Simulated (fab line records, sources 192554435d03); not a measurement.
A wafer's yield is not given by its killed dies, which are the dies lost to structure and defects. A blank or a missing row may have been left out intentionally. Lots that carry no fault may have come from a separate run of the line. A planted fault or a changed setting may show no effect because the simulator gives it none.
Chamber matching || flow n5 finfet || 3 sister chambers for N5_BEOL_M8_ETCH_72 on rie diel-01
The step etches underlayer in N2/H2, target depth 6.5 nm, time 5.2 s. 3 wafers are shown with their chamber, then 5 later ones without.

## WAFERS PAIRED WITH THEIR CHAMBERS
{"wafer": "L083.3", "chamber": 2, "showerhead plenum p Torr (Torr)": 2.61}
{"wafer": "L085.1", "chamber": 1, "showerhead plenum p Torr (Torr)": 2.48}
{"wafer": "L085.4", "chamber": 0, "showerhead plenum p Torr (Torr)": 2.41}

## WAFERS WITH NO CHAMBER GIVEN
{"wafer": "L085.6", "showerhead plenum p Torr (Torr)": 2.48}
{"wafer": "L086.2", "showerhead plenum p Torr (Torr)": 2.48}
{"wafer": "L086.4", "showerhead plenum p Torr (Torr)": 2.41}
{"wafer": "L094.1", "showerhead plenum p Torr (Torr)": 2.47}
{"wafer": "L094.3", "showerhead plenum p Torr (Torr)": 2.60}

## CHAMBER TAKEN BY EACH
{"wafer": "L085.6", "from the rows above": 1, "in truth": 1}
{"wafer": "L086.2", "from the rows above": 1, "in truth": 1}
{"wafer": "L086.4", "from the rows above": 0, "in truth": 0}
{"wafer": "L094.1", "from the rows above": 1, "in truth": 1}
{"wafer": "L094.3", "from the rows above": 2, "in truth": 2}
Placed correctly: 5 of 5. Can't be placed from these rows: 0. Placed wrongly: 0.
How it was worked out, from the rows above alone: a wafer's distance from a chamber is the root of the sum, over the readings, of the square of ((its reading less the chamber's mean) divided by the reading's scatter). The wafer belongs to the nearest chamber; if the next one is less than 2 further off, it can't be placed. The mean given for a chamber averages the wafers shown for that chamber. The scatter: with one shown wafer a chamber, the root of the mean of the squares of how far each hidden wafer lies from its nearest shown one.
